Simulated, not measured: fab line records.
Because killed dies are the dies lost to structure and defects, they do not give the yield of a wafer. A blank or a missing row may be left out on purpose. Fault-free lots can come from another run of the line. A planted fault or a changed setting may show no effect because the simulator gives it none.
Matching of chambers + flow n5 finfet + N5_BEOL_M0_SAQP_ALD_48 on ald sin-01: 4 sister chambers
The step deposits SiO2, target thk 20 nm, pulse time 1 s, co reactant pulse time 1 s. 18 wafers are shown with their chamber, then 9 later ones without.

WAFERS WITH THEIR CHAMBER
| wafer  | chamber | heater power w (W) | precursor pulse height rel |
|--------|---------|--------------------|----------------------------|
| L079.1 | 0       | 80                 | 0.997                      |
| L079.3 | 3       | 82                 | 1.019                      |
| L079.6 | 1       | 76                 | 0.980                      |
| L081.1 | 3       | 80                 | 0.997                      |
| L081.4 | 0       | 81                 | 0.974                      |
| L081.6 | 3       | 83                 | 0.973                      |
| L083.2 | 0       | 83                 | 1.029                      |
| L083.3 | 3       | 83                 | 1.013                      |
| L083.4 | 2       | 75                 | 1.010                      |
| L085.3 | 0       | 82                 | 0.987                      |
| L085.4 | 1       | 76                 | 1.022                      |
| L085.5 | 0       | 82                 | 0.990                      |
| L091.4 | 1       | 79                 | 1.043                      |
| L091.5 | 2       | 73                 | 1.008                      |
| L091.6 | 1       | 77                 | 1.012                      |
| L092.1 | 2       | 72                 | 1.007                      |
| L092.3 | 0       | 83                 | 0.980                      |
| L092.4 | 1       | 79                 | 0.994                      |

SIGNATURES (averages over the wafers above)
| reading                    | chamber 0 | chamber 1 | chamber 2 | chamber 3 | scatter within a chamber |
|----------------------------|-----------|-----------|-----------|-----------|--------------------------|
| heater power w             | 81.83     | 77.40     | 73.33     | 82.00     | 1.38                     |
| precursor pulse height rel | 0.99283   | 1.01020   | 1.00833   | 1.00050   | 0.0199                   |
Rule: a wafer lies at a distance from a chamber equal to the root of the sum of squares, over the readings, of (its reading less the chamber's mean, divided by the reading's scatter). If the next closest chamber is less than 2 further off than the closest, the wafer can't be placed; otherwise it belongs to the closest. The scatter: take each reading less its chamber's mean, square it, sum over the shown wafers, divide by the number of wafers less the number of chambers, and take the root.

WAFERS MISSING THEIR CHAMBER
| wafer  | heater power w (W) | precursor pulse height rel |
|--------|--------------------|----------------------------|
| L093.1 | 81                 | 0.996                      |
| L093.2 | 78                 | 0.999                      |
| L093.5 | 74                 | 0.975                      |
| L094.1 | 77                 | 1.017                      |
| L094.3 | 79                 | 0.968                      |
| L094.5 | 83                 | 0.985                      |
| L095.4 | 82                 | 0.977                      |
| L095.5 | 75                 | 1.027                      |
| L095.6 | 81                 | 0.958                      |

WHICH CHAMBER EACH ONE RAN IN
| wafer  | from the rows above          | in truth |
|--------|------------------------------|----------|
| L093.1 | can't be placed: 0 or 3      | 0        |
| L093.2 | 1                            | 1        |
| L093.5 | can't be placed: 2 or 1      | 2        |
| L094.1 | 1                            | 1        |
| L094.3 | can't be placed: 0 or 1 or 3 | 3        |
| L094.5 | can't be placed: 0 or 3      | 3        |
| L095.4 | can't be placed: 0 or 3      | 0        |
| L095.5 | can't be placed: 2 or 1      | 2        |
| L095.6 | can't be placed: 0 or 3 or 1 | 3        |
Correctly placed: 2 of 9. Unplaceable from these rows: 7, with the true chamber sitting among the candidates in 7. Placed wrongly: 0.
